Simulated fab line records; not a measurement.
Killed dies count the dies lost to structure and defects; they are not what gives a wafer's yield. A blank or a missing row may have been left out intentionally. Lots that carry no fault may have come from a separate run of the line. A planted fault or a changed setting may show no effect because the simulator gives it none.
Comparing a struck lot with a sound one    flow nand-harc    17 out of 1159 route steps
Sound: the wafers L170.3, L170.4, L170.5. Wafers L180.1, L180.3, L180.6 were the ones struck. Last of all comes the cause.
Per side, at each step with rows, come the tool, then ch with its chambers, and then its first start. Under that, the readings that differ: sound wafers    struck wafers    difference of the means    sigmas: that difference in standard deviations of wafers without a fault.
alike: words and numbers the same on both sides, and readings whose means are apart by under 2 such deviations; not compared: readings that were withheld, readings missing a value for some wafer, numbers with overlapping values and no deviation given by the record, and bounds like >300 which may hide the same value.
A row with sigmas, a row that says differs or no value, or rows on one side alone: a step with any of these is where the two part. Numbers that don't overlap but have no deviation are shown without sigmas and don't part them. A reading that every wafer of one side lacks parts them only if that side has two wafers or more.

NHARC_P_GATE_CD_MEAS_46 targets a cd of 720 nm.
  sound on cd-sem-01 ch 0, day 5 09:58; struck on cd-sem-02 ch 0, day 7 13:59
  alike: cd-nm
then, 1 step without rows for these wafers: NHARC_P_GATE_HARDBAKE_47 (time 80 s).
NHARC_P_GATE_DESCUM_48: chemistry O2, time 3 s.
  sound on rie-diel-09 ch 0,1, day 5 10:08; struck on rie-diel-01 ch 0,1, day 7 14:09
  alike: drypump-motor-current-A, mfc-ar-sccm, oes-product-au, rf-vpp-V, showerhead-plenum-p-Torr, throttle-valve-pct
  not compared: rf-hours-counter-h
then, 1 step without rows for these wafers: NHARC_P_GATE_IMPLANT_49.
NHARC_P_GATE_STRIP_111: strips in N2/H2, time 250 s.
  sound on plasma-asher-02 ch 0,1, day 5 10:36; struck on plasma-asher-02 ch 0,1, day 7 14:32
  alike: drypump-motor-current-A, heater-power-w, rf-refl-power-W
  not compared: rf-hours-counter-h
NHARC_P_GATE_STRIP_75: strips in O2.
  sound on plasma-asher-02 ch 0,1, day 5 10:49; struck on plasma-asher-02 ch 0,1, day 7 14:50
  alike: drypump-motor-current-A, heater-power-w, rf-refl-power-W
  not compared: rf-hours-counter-h
then, 6 steps without rows for these wafers: NHARC_P_GATE_STRIP_50 (strips in SPM, time 900 s); NHARC_P_GATE_DEHYDRATE_51 (time 120 s); NHARC_P_GATE_HMDS_52 (time 30 s); NHARC_P_GATE_COAT_53; NHARC_P_GATE_SOFTBAKE_54 (time 95 s); NHARC_P_GATE_EBR_55.
NHARC_P_GATE_EXPOSE_56: exposes mask P PSD, target cd 720 nm.
  sound on krf-scanner-04 ch 0, day 5 11:35; struck on krf-scanner-04 ch 0, day 7 15:29
reading  sound                    struck                   difference  sigmas
mask     P_PSD#0 P_PSD#0 P_PSD#0  P_NSD#0 P_NSD#0 P_NSD#0  differs     
then, 2 steps without rows for these wafers: NHARC_P_GATE_PEB_57 (peb time 85 s); NHARC_P_GATE_DEVELOP_58 (time 70 s).
NHARC_P_GATE_CD_MEAS_59 targets a cd of 720 nm.
  sound on cd-sem-02 ch 0, day 5 11:44; struck on cd-sem-01 ch 0, day 7 15:38
reading     sound              struck  difference                     sigmas
cd-nm (nm)  720.4 718.2 717.7  - - -   no value on the struck wafers  
then, 1 step without rows for these wafers: NHARC_P_GATE_HARDBAKE_60 (time 80 s).

== WHERE THEY PART ==
First at NHARC_P_GATE_EXPOSE_56; last, within this record, at NHARC_P_GATE_CD_MEAS_59.

WHY: whatever the simulator had introduced
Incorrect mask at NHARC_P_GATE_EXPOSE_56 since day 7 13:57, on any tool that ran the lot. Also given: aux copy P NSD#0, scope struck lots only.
